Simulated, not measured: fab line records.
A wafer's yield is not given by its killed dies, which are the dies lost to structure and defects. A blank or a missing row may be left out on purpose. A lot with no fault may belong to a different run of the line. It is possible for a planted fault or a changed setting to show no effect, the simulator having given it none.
Problem report in the 8D (eight disciplines) form, filled by code | flow n5Finfet | the parts of the form that need people (team, actions taken, sign-off) are left out

1. THE ISSUE
Wafers without a fault read 52.2 nm, standard deviation 0.7; trenchDepthNm at N5_STI_FIN_REVEAL_FIN_H_MEAS_10 reads a mean of 63.5 nm on 2 wafers belonging to 2 lots. Measured from the usual mean, that is +16 standard deviations.
First seen on wafer L238.3, day 5 01:32, on ocd-02. The record has a number at this step for 18 wafers belonging to 6 lots. Rule for "out" (also "out of limits"): further than 4 standard deviations from the usual mean. All remaining wafers that have a number are taken as sound.

2. WHAT IT IS, WHAT IT ISN'T
question                    | is               | is not
which readings at this step | trenchDepthNm    | -
which lots                  | L238, L242       | L228, L233, L247, L251
which wafers of those lots  | L238.3, L242.3   | L238.5, L238.6, L242.1, L242.6
read on which gauges        | ocd-02           | ocd-01
when                        | from day 5 01:32 | up to then (8 sound wafers); but 8 sound wafers of L242, L247, L251 came after

3. THE SUSPECTS, EACH WITH WHAT RULES IT OUT
Counting: a tool at a process step up to the reading stays a suspect if it ran every lot that is out. Sound lots after the first of them don't rule it out here, since some wafers of a struck lot are sound.
- the gauge at N5_STI_FIN_REVEAL_FIN_H_MEAS_10 is ruled out. All the wafers that are out were read on ocd-02, but those of them that N5_BEOL_M4_RC_MEAS_101 has rows for are out there too, on other tools.
- rieDiel-06 at N5_STI_FIN_REVEAL_ETCHBACK_08 (etches SiO2 in C4F6/O2, target depth 30.5 nm, time 10.167 s): kept. It processed each lot that is out (first: L238, day 4 22:31); up to then, its last sound lot is L233 (day 3 15:50).
- rieDiel-06 at N5_STI_FIN_REVEAL_STRIP_24 (strips in N2/H2, time 90 s): kept. It processed each lot that is out (first: L238, day 4 22:34); up to then, its last sound lot is L233 (day 3 15:53).
- In rieDiel-06 at N5_STI_FIN_REVEAL_ETCHBACK_08, the wafers that are out were processed in chamber 2 and their sound lot-mates in chambers 0, 1, 3.
- In rieDiel-06 at N5_STI_FIN_REVEAL_STRIP_24, the wafers that are out were processed in chamber 2 and their sound lot-mates in chambers 0, 1, 3.
After counting, rieDiel-06 at N5_STI_FIN_REVEAL_ETCHBACK_08 and rieDiel-06 at N5_STI_FIN_REVEAL_STRIP_24 remain.

4. THE CAUSE (what the simulator had put in)
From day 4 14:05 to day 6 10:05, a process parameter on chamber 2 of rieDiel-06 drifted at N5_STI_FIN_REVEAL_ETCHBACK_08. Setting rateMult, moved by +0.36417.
Counting left 2 suspects, and this tool is among them.

5. SEQUENCE OF EFFECTS, ordered by route
Rows list readings where the struck wafers' mean (over those with a number) sits beyond 3 standard deviations from the usual. Only readings whose record carries a usual standard deviation are examined. hours: median over the lots of the time between each lot's start at the first step of this table that gives one and its start at this step. sigmas: the change, counted in usual standard deviations.
hours | step                            | reading       | usual     | on struck wafers | change | sigmas
0     | N5_STI_FIN_REVEAL_FIN_H_MEAS_10 | trenchDepthNm | 52.2 nm   | 63.5             | +11.2  | +16
170   | N5_BEOL_M4_RC_MEAS_101          | ION_N         | 678 uA/um | 742              | +64    | +7.9
Later measuring or inspecting steps at which every struck wafer that the step has a row for has a number for every such reading, and none has moved that far: N5_STI_FIN_REVEAL_INSPECT_13, N5_DUMMY_GATE_THK_MEAS_05.

6. WHAT WOULD HAVE CAUGHT IT SOONER
Counted from the fault's start at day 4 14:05, it took 11 hours until the first out-of-limits reading at a measuring or inspecting step in this record, taken at day 5 01:32.
An alarm limit of 4 standard deviations would not have fired on the tool readings at N5_STI_FIN_REVEAL_ETCHBACK_08 for which the record gives a usual standard deviation, since none of them was out on any struck wafer.
Of the lots that are out (2), L242 began N5_STI_FIN_REVEAL_ETCHBACK_08 on rieDiel-06 after day 5 01:32. Putting the tool on hold at that point would have spared it.
